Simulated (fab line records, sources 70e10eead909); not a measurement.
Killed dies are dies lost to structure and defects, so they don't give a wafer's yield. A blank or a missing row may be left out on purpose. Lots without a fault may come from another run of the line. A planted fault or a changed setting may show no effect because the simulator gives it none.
Tool commonality check | flow nand_harc | 4 lots, 12 wafers sampled

WHY IT WAS OPENED
At NHARC_END_SORT_01 the reading killed_at_other is flagged on 3 of 4 lots. Wafers without a fault read 1.0, standard deviation 1.2.
Rule: a lot is flagged when every wafer of it that has a number lies more than 4 standard deviations from that mean, or none has a number. The other lots count as sound.

lot  | measured     | on        | killed_at_other, wafer by wafer | flag
L698 | day 27 08:33 | prober-01 | 593 595 592                     | FLAGGED
L699 | day 28 09:43 | prober-02 | 615 629 616                     | FLAGGED
L700 | day 28 16:56 | prober-01 | 608 608 605                     | FLAGGED
L707 | day 30 23:25 | prober-01 | 0 2 0                           |
The numbers of the flagged lots are 606.8 on average: +605.8 against the usual, or +99 or more standard deviations.

WHICH TOOL RAN EACH LOT
The record holds 3 process steps before the reading, out of a route of 1302 steps. In each cell: the tool, then ch and the chambers that the sampled wafers went through, then the start.
lot  | flag    | NHARC_A_M1_PRE_CLEAN_30                 | NHARC_HYBRID_BOND_ACTIVATE_00      | NHARC_THIN_TSV_GRIND_00
L698 | FLAGGED | pvd_sputter-03, day 26 04:10 or earlier | rie_diel-07 ch 1,2,3, day 26 04:10 | grinder-01 ch 0, day 26 13:46
L699 | FLAGGED | pvd_sputter-03, day 26 18:17 or earlier | rie_diel-08 ch 0,2,3, day 26 18:17 | grinder-01 ch 0, day 27 06:10
L700 | FLAGGED | pvd_sputter-01, day 27 07:34 or earlier | rie_diel-07 ch 0,2,3, day 27 07:34 | grinder-01 ch 0, day 27 17:11
L707 |         | pvd_sputter-02, day 29 19:03 or earlier | rie_diel-08 ch 1,2,3, day 29 19:03 | grinder-01 ch 0, day 30 04:52
What these steps do:
- NHARC_A_M1_PRE_CLEAN_30: time 30 s.
- NHARC_HYBRID_BOND_ACTIVATE_00: chemistry N2, time 60 s.
- NHARC_THIN_TSV_GRIND_00
- NHARC_END_SORT_01

FLAGGED OVER TOTAL, TOOL BY TOOL (the gauges that took the reading come last)
step                          | tool           | lots run | flagged | share of the flagged lots | sound lots run after its first flagged lot
NHARC_A_M1_PRE_CLEAN_30       | pvd_sputter-01 | 1        | 1       | some                      | 0
NHARC_A_M1_PRE_CLEAN_30       | pvd_sputter-02 | 1        | 0       | none                      | -
NHARC_A_M1_PRE_CLEAN_30       | pvd_sputter-03 | 2        | 2       | some                      | 0
NHARC_HYBRID_BOND_ACTIVATE_00 | rie_diel-07    | 2        | 2       | some                      | 0
NHARC_HYBRID_BOND_ACTIVATE_00 | rie_diel-08    | 2        | 1       | some                      | 1 (L707)
NHARC_THIN_TSV_GRIND_00       | grinder-01     | 4        | 3       | all                       | 1 (L707)
NHARC_END_SORT_01             | prober-01      | 3        | 2       | some                      | 1 (L707)
NHARC_END_SORT_01             | prober-02      | 1        | 1       | some                      | 0
NHARC_A_M1_PRE_CLEAN_30 gives no start for some lots, so the hours and the order of its lots are those of NHARC_HYBRID_BOND_ACTIVATE_00.

WHAT THE TABLE ALLOWS
1 row of the table ran every flagged lot: grinder-01 at NHARC_THIN_TSV_GRIND_00.
- grinder-01 at NHARC_THIN_TSV_GRIND_00: 3 of its 4 lots flagged. Sound lots ran on it after the first flagged one (L707), which a lasting fault on the whole tool wouldn't allow.
No row of the table ran every flagged lot and no sound lot after the first.

WHAT THE SIMULATOR HAD PUT IN
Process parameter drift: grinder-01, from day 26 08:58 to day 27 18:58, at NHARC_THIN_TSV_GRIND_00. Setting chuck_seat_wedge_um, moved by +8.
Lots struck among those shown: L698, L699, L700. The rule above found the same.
